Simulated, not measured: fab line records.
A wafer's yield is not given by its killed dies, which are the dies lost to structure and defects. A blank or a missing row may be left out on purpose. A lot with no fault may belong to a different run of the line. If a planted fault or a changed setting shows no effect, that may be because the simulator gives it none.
Which tool did it?	flow n5_finfet	Sampling: 24 lots, 72 wafers, 6 of 1938 route steps

WHAT THE GAUGES READ, wafer by wafer
N5_BEOL_M13_CD_MEAS_28 targets a cd of 209.5 nm.
lot	measured	on	cd_nm (nm)
L074	day 11 09:49	cd_sem-03	207.6 208.8 207.8
L075	day 11 19:35	cd_sem-01	208.3 207.6 208.9
L077	day 12 04:42	cd_sem-03	211.5 212.9 210.8
L076	day 12 14:52	cd_sem-03	207.8 208.1 207.5
L079	day 12 18:57	cd_sem-02	211.3 211.8 213.4
L080	day 12 19:02	cd_sem-01	207.7 206.8 208.1
L081	day 12 19:28	cd_sem-02	208.6 208.8 210.2
L082	day 13 10:40	cd_sem-02	208.9 208.7 206.9
L078	day 13 16:43	cd_sem-02	209.4 211.3 210.3
L083	day 13 19:53	cd_sem-03	208.5 210.2 210.1
L084	day 14 01:36	cd_sem-02	207.8 208.4 207.5
L085	day 14 22:30	cd_sem-02	208.3 209.3 212.0
L086	day 14 22:44	cd_sem-01	207.8 207.3 205.9
L088	day 15 06:48	cd_sem-03	208.7 207.9 208.6
L087	day 15 13:51	cd_sem-03	208.2 207.5 207.8
L090	day 16 03:01	cd_sem-02	207.1 207.4 206.0
L089	day 16 08:34	cd_sem-03	206.6 207.3 206.5
L091	day 16 10:14	cd_sem-02	208.9 210.0 210.6
L092	day 16 19:43	cd_sem-02	206.3 208.2 206.5
L095	day 17 03:08	cd_sem-02	208.7 208.7 209.8
L094	day 17 03:50	cd_sem-03	207.0 209.0 209.8
L093	day 17 06:43	cd_sem-03	209.7 210.1 208.6
L096	day 17 13:23	cd_sem-02	207.4 209.5 210.3
L097	day 17 14:49	cd_sem-01	211.9 208.8 210.2

N5_BEOL_M14_OCD_MEAS_35.
lot	measured	on	trench_depth_nm (nm)
L074	day 11 19:35	ocd-02	578 559 532
L075	day 12 02:37	ocd-02	555 574 542
L077	day 12 09:50	ocd-01	536 531 571
L076	day 12 19:46	ocd-01	521 565 554
L079	day 13 01:19	ocd-01	552 570 536
L080	day 13 02:38	ocd-01	545 565 587
L081	day 13 03:13	ocd-01	516 546 562
L082	day 13 17:56	ocd-01	551 568 556
L078	day 14 02:22	ocd-02	569 582 564
L083	day 14 02:35	ocd-01	568 568 549
L084	day 14 13:30	ocd-02	564 555 557
L085	day 15 04:05	ocd-01	541 566 551
L086	day 15 04:19	ocd-01	572 523 559
L088	day 15 11:19	ocd-02	562 555 560
L087	day 15 18:39	ocd-01	594 573 572
L090	day 16 09:04	ocd-02	529 562 527
L089	day 16 14:22	ocd-01	563 529 526
L091	day 16 16:26	ocd-01	564 555 555
L092	day 17 04:05	ocd-02	557 522 561
L095	day 17 09:14	ocd-02	587 556 566
L094	day 17 09:17	ocd-01	566 554 574
L093	day 17 13:24	ocd-01	535 561 534
L096	day 17 19:50	ocd-01	529 576 531
L097	day 17 20:11	ocd-01	550 564 572

WHICH TOOL RAN EACH LOT (tool, then ch and the chambers of the sampled wafers, then the start)
lot	N5_BEOL_M13_DESCUM_33	N5_BEOL_M13_ETCH_68	N5_BEOL_M13_SPUTTER_43	N5_BEOL_M14_ETCH_59
L074	rie_diel-01 ch 0,2,3, day 11 10:31	rie_diel-01 ch 0,2,3, day 11 10:42	pvd_sputter-02, day 11 16:01	rie_diel-05 ch 0,1,2, day 11 17:52
L075	rie_diel-03 ch 1,2,3, day 11 19:53	rie_diel-03 ch 1,2,3, day 11 20:04	pvd_sputter-03, day 11 23:20	rie_diel-05 ch 0,1, day 12 01:11
L077	rie_diel-02 ch 0,1, day 12 04:50	rie_diel-02 ch 0,1, day 12 05:01	pvd_sputter-01, day 12 06:11	rie_diel-04 ch 0,2, day 12 08:17
L076	rie_diel-02 ch 0,1,2, day 12 14:58	rie_diel-02 ch 0,1,2, day 12 15:09	pvd_sputter-02, day 12 16:19	rie_diel-04 ch 1,2,3, day 12 18:18
L079	rie_diel-03 ch 1,3, day 12 19:10	rie_diel-03 ch 1,3, day 12 19:21	pvd_sputter-03, day 12 21:43	rie_diel-05 ch 0,1, day 12 23:40
L080	rie_diel-02 ch 0,2,3, day 12 19:16	rie_diel-02 ch 0,2,3, day 12 19:27	pvd_sputter-02, day 12 22:50	rie_diel-04 ch 0,1,3, day 13 01:01
L081	rie_diel-01 ch 2,3, day 12 19:34	rie_diel-01 ch 2,3, day 12 19:44	pvd_sputter-01, day 12 23:20	rie_diel-04 ch 0,1,3, day 13 01:42
L082	rie_diel-01 ch 1,2,3, day 13 10:45	rie_diel-01 ch 1,2,3, day 13 10:56	pvd_sputter-03, day 13 14:16	rie_diel-04 ch 0,2,3, day 13 16:19
L078	rie_diel-02 ch 1,2, day 13 16:48	rie_diel-02 ch 1,2, day 13 16:59	pvd_sputter-01, day 13 21:50	rie_diel-06 ch 1,2,3, day 14 00:49
L083	rie_diel-03 ch 0,1,3, day 13 19:59	rie_diel-03 ch 0,1,3, day 13 20:15	pvd_sputter-01, day 13 22:16	rie_diel-06 ch 1,2,3, day 14 01:11
L084	rie_diel-02 ch 0,2, day 14 02:56	rie_diel-02 ch 0,2, day 14 03:07	pvd_sputter-03, day 14 06:53	rie_diel-06 ch 0,1, day 14 11:56
L085	rie_diel-02 ch 0,2,3, day 14 22:42	rie_diel-02 ch 0,2,3, day 14 22:53	pvd_sputter-02, day 15 00:29	rie_diel-06 ch 0,1,3, day 15 02:32
L086	rie_diel-02 ch 0,2,3, day 14 23:21	rie_diel-02 ch 0,2,3, day 14 23:32	pvd_sputter-02, day 15 00:59	rie_diel-04 ch 2,3, day 15 02:53
L088	rie_diel-03 ch 0,1,2, day 15 06:53	rie_diel-03 ch 0,1,2, day 15 07:04	pvd_sputter-03, day 15 08:01	rie_diel-04 ch 1,2,3, day 15 09:52
L087	rie_diel-03 ch 0,1, day 15 13:57	rie_diel-03 ch 0,1, day 15 14:08	pvd_sputter-01, day 15 14:58	rie_diel-05 ch 0,3, day 15 17:11
L090	rie_diel-02 ch 1,3, day 16 03:06	rie_diel-02 ch 1,3, day 16 03:17	pvd_sputter-01, day 16 05:01	rie_diel-06 ch 1,2,3, day 16 07:17
L089	rie_diel-01 ch 0,1,3, day 16 08:39	rie_diel-01 ch 0,1,3, day 16 08:50	pvd_sputter-01, day 16 11:02	rie_diel-04 ch 0,1,2, day 16 12:56
L091	rie_diel-01 ch 0,1,3, day 16 10:20	rie_diel-01 ch 0,1,3, day 16 10:31	pvd_sputter-03, day 16 12:24	rie_diel-06 ch 0,2,3, day 16 14:25
L092	rie_diel-01 ch 0,1,2, day 16 19:49	rie_diel-01 ch 0,1,2, day 16 19:59	pvd_sputter-02, day 17 00:25	rie_diel-05 ch 0,2,3, day 17 02:39
L095	rie_diel-01 ch 0,1,2, day 17 03:13	rie_diel-01 ch 0,1,2, day 17 03:24	pvd_sputter-02, day 17 05:28	rie_diel-04 ch 0,1,2, day 17 07:21
L094	rie_diel-03 ch 1,3, day 17 03:59	rie_diel-03 ch 1,3, day 17 04:10	pvd_sputter-02, day 17 05:52	rie_diel-04 ch 1,3, day 17 07:50
L093	rie_diel-01 ch 1,2, day 17 06:48	rie_diel-01 ch 1,2, day 17 06:59	pvd_sputter-02, day 17 09:39	rie_diel-04 ch 1,2,3, day 17 11:29
L096	rie_diel-03 ch 0,3, day 17 13:28	rie_diel-03 ch 0,3, day 17 13:39	pvd_sputter-02, day 17 16:08	rie_diel-06 ch 0,1,3, day 17 18:02
L097	rie_diel-03 ch 1,2, day 17 14:54	rie_diel-03 ch 1,2, day 17 15:05	pvd_sputter-02, day 17 16:32	rie_diel-05 ch 0,1, day 17 18:31
- N5_BEOL_M13_DESCUM_33: chemistry O2, time 7.9 s.
- N5_BEOL_M13_ETCH_68: etches SOC in N2/H2, time 355 s.
- N5_BEOL_M13_SPUTTER_43: material TaN, target thk 15 nm, time 24.19 s.
- N5_BEOL_M14_ETCH_59: etches BARC in N2/H2, target depth 89 nm, overetch 26.7 nm, time 67.9 s.

WHAT THE TOOLS THEMSELVES READ (means of the sampled wafers that have a number; where no wafer has one, the mark that the record gives instead)
N5_BEOL_M13_DESCUM_33.
lot	tool	drypump_motor_current_A (A)	oes_product_au (a.u.)	rf_vpp_V (V)	showerhead_plenum_p_Torr (Torr)	throttle_valve_pct (%)
L074	rie_diel-01	6.0	0.77	243.2	2.10	20.27
L075	rie_diel-03	6.3	0.77	242.4	2.09	20.43
L077	rie_diel-02	6.4	0.80	242.6	2.09	20.43
L076	rie_diel-02	6.0	0.84	243.4	2.12	20.50
L079	rie_diel-03	6.0	0.83	243.6	2.07	20.31
L080	rie_diel-02	6.0	0.84	244.5	2.10	20.22
L081	rie_diel-01	5.9	0.70	243.8	2.08	20.45
L082	rie_diel-01	6.0	0.75	242.9	2.08	20.53
L078	rie_diel-02	5.7	0.78	242.7	2.07	20.79
L083	rie_diel-03	5.8	0.77	243.1	2.10	20.42
L084	rie_diel-02	6.3	0.87	244.4	2.15	20.26
L085	rie_diel-02	6.1	0.81	244.0	2.10	20.24
L086	rie_diel-02	6.0	0.81	243.3	2.10	20.25
L088	rie_diel-03	5.9	0.85	242.7	2.07	20.37
L087	rie_diel-03	5.4	0.78	242.6	2.07	20.41
L090	rie_diel-02	5.8	0.70	241.5	1.99	20.73
L089	rie_diel-01	6.0	0.79	243.3	2.05	20.33
L091	rie_diel-01	6.0	0.79	242.6	2.05	20.31
L092	rie_diel-01	6.1	0.79	243.5	2.09	20.42
L095	rie_diel-01	6.1	0.78	243.2	2.09	20.41
L094	rie_diel-03	6.1	0.86	242.7	2.06	20.25
L093	rie_diel-01	6.1	0.78	242.2	2.07	20.64
L096	rie_diel-03	5.6	0.79	243.3	2.11	20.44
L097	rie_diel-03	6.1	0.85	241.9	2.04	20.30

N5_BEOL_M13_ETCH_68.
lot	tool	drypump_motor_current_A (A)	oes_product_au (a.u.)	rf_vpp_V (V)	showerhead_plenum_p_Torr (Torr)	throttle_valve_pct (%)
L074	rie_diel-01	6.0	0.77	525.7	2.56	17.74
L075	rie_diel-03	6.3	0.77	524.8	2.53	17.74
L077	rie_diel-02	6.4	0.80	522.7	2.51	17.54
L076	rie_diel-02	6.0	0.84	523.8	2.56	17.72
L079	rie_diel-03	6.0	0.83	524.3	2.52	17.61
L080	rie_diel-02	6.0	0.83	525.2	2.57	17.62
L081	rie_diel-01	5.9	0.69	524.3	2.55	17.99
L082	rie_diel-01	6.0	0.74	524.4	2.53	17.92
L078	rie_diel-02	5.7	0.79	522.9	2.50	17.97
L083	rie_diel-03	5.8	0.78	524.2	2.54	17.67
L084	rie_diel-02	6.4	0.87	526.2	2.62	17.48
L085	rie_diel-02	6.1	0.81	524.3	2.56	17.65
L086	rie_diel-02	6.1	0.82	524.0	2.56	17.63
L088	rie_diel-03	5.9	0.85	522.8	2.49	17.58
L087	rie_diel-03	5.5	0.78	523.6	2.50	17.60
L090	rie_diel-02	5.8	0.70	520.3	2.40	17.98
L089	rie_diel-01	6.1	0.78	522.3	2.51	17.72
L091	rie_diel-01	6.1	0.79	524.2	2.51	17.73
L092	rie_diel-01	6.1	0.78	525.2	2.54	17.72
L095	rie_diel-01	6.1	0.78	524.2	2.53	17.73
L094	rie_diel-03	6.0	0.87	523.0	2.51	17.54
L093	rie_diel-01	6.1	0.78	523.8	2.51	17.89
L096	rie_diel-03	5.7	0.79	524.7	2.54	17.64
L097	rie_diel-03	6.1	0.86	522.0	2.47	17.57

N5_BEOL_M13_SPUTTER_43.
lot	tool	bias_v (V)	chamber_pressure_pa (Pa)	throttle_valve_pct (%)
L074	pvd_sputter-02	170.4	0.11998	30.5
L075	pvd_sputter-03	169.0	0.12004	30.4
L077	pvd_sputter-01	168.8	0.11975	29.7
L076	pvd_sputter-02	168.1	0.12001	29.9
L079	pvd_sputter-03	168.4	0.11982	30.2
L080	pvd_sputter-02	170.2	0.11994	30.5
L081	pvd_sputter-01	166.6	0.11998	29.7
L082	pvd_sputter-03	168.9	0.12004	30.4
L078	pvd_sputter-01	168.3	0.12000	30.2
L083	pvd_sputter-01	167.9	0.12004	30.3
L084	pvd_sputter-03	169.3	0.11992	30.9
L085	pvd_sputter-02	169.0	0.12021	30.5
L086	pvd_sputter-02	169.2	0.11982	30.3
L088	pvd_sputter-03	169.4	0.11998	30.1
L087	pvd_sputter-01	167.9	0.11995	30.1
L090	pvd_sputter-01	170.0	0.11980	30.7
L089	pvd_sputter-01	168.9	0.12004	30.1
L091	pvd_sputter-03	168.5	0.12018	29.8
L092	pvd_sputter-02	168.0	0.12015	30.4
L095	pvd_sputter-02	168.9	0.12020	29.7
L094	pvd_sputter-02	167.7	0.12031	30.5
L093	pvd_sputter-02	165.9	0.12002	30.3
L096	pvd_sputter-02	169.8	0.11986	30.4
L097	pvd_sputter-02	169.7	0.11972	30.7

N5_BEOL_M14_ETCH_59.
lot	tool	drypump_motor_current_A (A)	oes_product_au (a.u.)	rf_vpp_V (V)	showerhead_plenum_p_Torr (Torr)	throttle_valve_pct (%)
L074	rie_diel-05	5.7	0.70	524.5	2.59	17.86
L075	rie_diel-05	5.9	0.72	524.2	2.55	17.66
L077	rie_diel-04	5.5	0.73	526.7	2.60	17.74
L076	rie_diel-04	5.5	0.76	525.1	2.58	17.84
L079	rie_diel-05	5.8	0.72	523.9	2.55	17.67
L080	rie_diel-04	5.3	0.78	525.1	2.56	17.77
L081	rie_diel-04	5.3	0.78	525.0	2.56	17.77
L082	rie_diel-04	5.5	0.72	525.0	2.57	17.76
L078	rie_diel-06	6.2	0.73	524.9	2.57	17.53
L083	rie_diel-06	6.2	0.73	524.7	2.57	17.53
L084	rie_diel-06	6.1	0.78	525.6	2.61	17.46
L085	rie_diel-06	5.8	0.75	526.5	2.62	17.54
L086	rie_diel-04	5.6	0.68	525.2	2.58	17.84
L088	rie_diel-04	5.5	0.72	524.3	2.57	17.88
L087	rie_diel-05	5.6	0.74	522.3	2.50	17.97
L090	rie_diel-06	6.2	0.71	524.6	2.57	17.56
L089	rie_diel-04	5.5	0.70	525.7	2.60	17.88
L091	rie_diel-06	5.8	0.73	525.5	2.61	17.59
L092	rie_diel-05	5.7	0.70	523.8	2.54	18.03
L095	rie_diel-04	5.5	0.69	525.0	2.59	17.89
L094	rie_diel-04	5.4	0.73	524.0	2.56	17.94
L093	rie_diel-04	5.5	0.70	524.8	2.56	17.92
L096	rie_diel-06	5.8	0.72	526.1	2.61	17.58
L097	rie_diel-05	5.6	0.68	522.5	2.50	17.91

THE ANSWER, worked out from the rows above alone
Rule: the lots themselves supply what counts as usual. The widest of any qualifying gaps counts: lots, ordered by their means at a reading, are off when they make up no more than a third of the lots, leave a main group of 4 or more, and stand apart from it by 3 or more times the standard deviation of that group's means. The tables above print the reading to a certain number of digits; a main group whose means all agree to those digits is not used. Also off: a lot with no number at a reading for which 4 or more lots have one. All remaining lots with rows at the step are treated as sound. After the gauges, taken in route order, come the tools' own readings; for these a lot's mean is taken, as printed above. At the first step where some lot is off, the reading lying furthest off is the one used; lots without a number count as furthest.
Nothing can be told from this: no lot is off at any reading shown.

WHAT THE SIMULATOR PUT IN
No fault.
